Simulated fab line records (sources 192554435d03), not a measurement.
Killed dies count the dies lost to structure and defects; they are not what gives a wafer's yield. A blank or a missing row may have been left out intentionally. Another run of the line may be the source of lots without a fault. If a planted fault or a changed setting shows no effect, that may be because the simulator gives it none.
Matching of chambers	flow n5 finfet	4 sister chambers for N5_BEOL_M0_SAQP_ETCH_49 on rie diel-02
The step etches SiO2 in CF4/O2, target depth 37 nm. 16 wafers are shown with their chamber, then 8 later ones without.

== EACH WAFER AND ITS CHAMBER ==
wafer	chamber	drypump motor current A (A)	showerhead plenum p Torr (Torr)	throttle valve pct (%)
L076.2	2	5.7	2.10	16.30
L076.3	3	5.8	2.12	15.68
L076.4	1	5.7	2.13	16.23
L077.2	0	6.7	2.25	15.46
L077.5	3	5.8	2.12	15.70
L077.6	0	6.7	2.25	15.47
L084.2	2	5.7	2.10	16.34
L084.4	1	5.7	2.12	16.27
L084.6	0	6.7	2.25	15.47
L085.1	1	5.7	2.12	16.27
L085.2	3	5.9	2.11	15.72
L085.6	3	5.9	2.11	15.72
L086.2	1	5.7	2.12	16.26
L086.5	0	6.7	2.25	15.49
L086.6	1	5.7	2.12	16.25
L089.2	3	5.8	2.11	15.74

SIGNATURES (averages over the wafers above)
reading	chamber 0	chamber 1	chamber 2	chamber 3	scatter within a chamber
drypump motor current A	6.700	5.700	5.700	5.840	0.0316
showerhead plenum p Torr	2.2500	2.1220	2.1000	2.1140	0.00408
throttle valve pct	15.4725	16.2560	16.3200	15.7120	0.0193
Rule: a wafer's distance from a chamber is the root of the sum, over the readings, of the square of ((its reading less the chamber's mean) divided by the reading's scatter). If the next closest chamber is less than 2 further off than the closest, the wafer can't be placed; otherwise it belongs to the closest. The scatter: take each reading less its chamber's mean, square it, sum over the shown wafers, divide by the number of wafers less the number of chambers, and take the root.

== WAFERS MISSING THEIR CHAMBER ==
wafer	drypump motor current A (A)	showerhead plenum p Torr (Torr)	throttle valve pct (%)
L089.4	5.8	2.11	15.74
L089.6	5.7	2.12	16.28
L090.1	6.6	2.25	15.49
L090.3	5.7	2.12	16.29
L090.5	5.7	2.12	16.30
L092.1	5.7	2.12	16.28
L092.3	6.7	2.24	15.51
L092.4	5.8	2.11	15.75

== THE CHAMBER EACH PASSED THROUGH ==
wafer	from the rows above	in truth
L089.4	3	3
L089.6	1	1
L090.1	0	0
L090.3	1	1
L090.5	1	1
L092.1	1	1
L092.3	0	0
L092.4	3	3
Correct placement for 8 of the 8. Can't be placed from these rows: 0. Wrongly placed: 0.
